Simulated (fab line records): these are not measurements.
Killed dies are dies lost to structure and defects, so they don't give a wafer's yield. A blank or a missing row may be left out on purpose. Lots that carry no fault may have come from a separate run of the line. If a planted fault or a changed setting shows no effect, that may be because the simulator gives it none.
Which tool did it? || flow nand_harc || 11 lots with 33 wafers sampled at 3 steps, on a route of 1302 steps

== WHAT EACH GAUGE READ, for each wafer ==
NHARC_A_CHANNEL_HOLE_D2_CD_MEAS_10: target cd 100 nm.
{"lot": "L334", "measured": "day 16 21:22", "on": "cd_sem-01", "cd_nm (nm)": "100.2 100.4 100.8"}
{"lot": "L332", "measured": "day 16 22:19", "on": "cd_sem-02", "cd_nm (nm)": "105.1 105.6 105.0"}
{"lot": "L333", "measured": "day 17 06:43", "on": "cd_sem-03", "cd_nm (nm)": "104.7 104.7 104.5"}
{"lot": "L335", "measured": "day 17 21:52", "on": "cd_sem-02", "cd_nm (nm)": "104.5 104.5 104.3"}
{"lot": "L338", "measured": "day 18 08:10", "on": "cd_sem-01", "cd_nm (nm)": "99.5 100.3 100.4"}
{"lot": "L343", "measured": "day 20 05:34", "on": "cd_sem-02", "cd_nm (nm)": "99.6 98.9 98.8"}
{"lot": "L344", "measured": "day 21 10:16", "on": "cd_sem-01", "cd_nm (nm)": "99.8 99.3 99.5"}
{"lot": "L346", "measured": "day 22 02:08", "on": "cd_sem-01", "cd_nm (nm)": "100.1 100.4 100.8"}
{"lot": "L345", "measured": "day 22 03:37", "on": "cd_sem-01", "cd_nm (nm)": "99.4 99.8 100.0"}
{"lot": "L348", "measured": "day 22 15:02", "on": "cd_sem-03", "cd_nm (nm)": "100.2 99.6 100.2"}
{"lot": "L347", "measured": "day 22 16:25", "on": "cd_sem-01", "cd_nm (nm)": "100.2 100.5 100.7"}

== WHAT TOOL EACH LOT RAN ON (gives the tool, then ch and the chambers of the sampled wafers, and finally the start) ==
{"lot": "L334", "NHARC_A_CHANNEL_HOLE_D2_DEP_00": "acl_dep-03 ch 0, day 16 18:50", "NHARC_A_CHANNEL_HOLE_D2_PEB_08": "litho_track-06 ch 0, day 16 21:18"}
{"lot": "L332", "NHARC_A_CHANNEL_HOLE_D2_DEP_00": "acl_dep-02 ch 0, day 16 19:59", "NHARC_A_CHANNEL_HOLE_D2_PEB_08": "litho_track-06 ch 0, day 16 22:14"}
{"lot": "L333", "NHARC_A_CHANNEL_HOLE_D2_DEP_00": "acl_dep-01 ch 0, day 17 04:04", "NHARC_A_CHANNEL_HOLE_D2_PEB_08": "litho_track-06 ch 0, day 17 06:38"}
{"lot": "L335", "NHARC_A_CHANNEL_HOLE_D2_DEP_00": "acl_dep-01 ch 0, day 17 19:40", "NHARC_A_CHANNEL_HOLE_D2_PEB_08": "litho_track-06 ch 0, day 17 21:47"}
{"lot": "L338", "NHARC_A_CHANNEL_HOLE_D2_DEP_00": "acl_dep-01 ch 0, day 18 05:30", "NHARC_A_CHANNEL_HOLE_D2_PEB_08": "litho_track-01 ch 0, day 18 08:05"}
{"lot": "L343", "NHARC_A_CHANNEL_HOLE_D2_DEP_00": "acl_dep-02 ch 0, day 20 02:54", "NHARC_A_CHANNEL_HOLE_D2_PEB_08": "litho_track-04 ch 0, day 20 05:29"}
{"lot": "L344", "NHARC_A_CHANNEL_HOLE_D2_DEP_00": "acl_dep-01 ch 0, day 21 08:33", "NHARC_A_CHANNEL_HOLE_D2_PEB_08": "litho_track-04 ch 0, day 21 10:10"}
{"lot": "L346", "NHARC_A_CHANNEL_HOLE_D2_DEP_00": "acl_dep-02 ch 0, day 21 23:29", "NHARC_A_CHANNEL_HOLE_D2_PEB_08": "litho_track-06 ch 0, day 22 02:03"}
{"lot": "L345", "NHARC_A_CHANNEL_HOLE_D2_DEP_00": "acl_dep-01 ch 0, day 22 01:14", "NHARC_A_CHANNEL_HOLE_D2_PEB_08": "litho_track-04 ch 0, day 22 03:32"}
{"lot": "L348", "NHARC_A_CHANNEL_HOLE_D2_DEP_00": "acl_dep-01 ch 0, day 22 12:32", "NHARC_A_CHANNEL_HOLE_D2_PEB_08": "litho_track-06 ch 0, day 22 14:57"}
{"lot": "L347", "NHARC_A_CHANNEL_HOLE_D2_DEP_00": "acl_dep-03 ch 0, day 22 13:46", "NHARC_A_CHANNEL_HOLE_D2_PEB_08": "litho_track-06 ch 0, day 22 16:20"}
- NHARC_A_CHANNEL_HOLE_D2_DEP_00: deposits aC, target thk 3100 nm.
- NHARC_A_CHANNEL_HOLE_D2_PEB_08: peb time 65 s.

== THE ANSWER, worked out from the rows above alone ==
Rule: usual is defined by the lots themselves. The widest of any qualifying gaps counts: lots, ordered by their means at a reading, are off when they make up no more than a third of the lots, leave a main group of 4 or more, and stand apart from it by 3 or more times the standard deviation of that group's means. A main group is skipped when, at the precision printed for the reading in the tables above, its means are all equal. Also off: a lot with no number at a reading for which 4 or more lots have one. All remaining lots with rows at the step are treated as sound.
Off: L332, L333, L335 (NHARC_A_CHANNEL_HOLE_D2_CD_MEAS_10, cd_nm). For the main group the mean is 100.0 nm and the standard deviation 0.46.
If a tool, at a process step before that reading, ran all the lots that are off and no sound lot after the first of them, it fits. Gauges at NHARC_A_CHANNEL_HOLE_D2_CD_MEAS_10: tried the same way as those tools. No candidate that was tried fits.

== WHAT HAD BEEN PUT IN BY THE SIMULATOR ==
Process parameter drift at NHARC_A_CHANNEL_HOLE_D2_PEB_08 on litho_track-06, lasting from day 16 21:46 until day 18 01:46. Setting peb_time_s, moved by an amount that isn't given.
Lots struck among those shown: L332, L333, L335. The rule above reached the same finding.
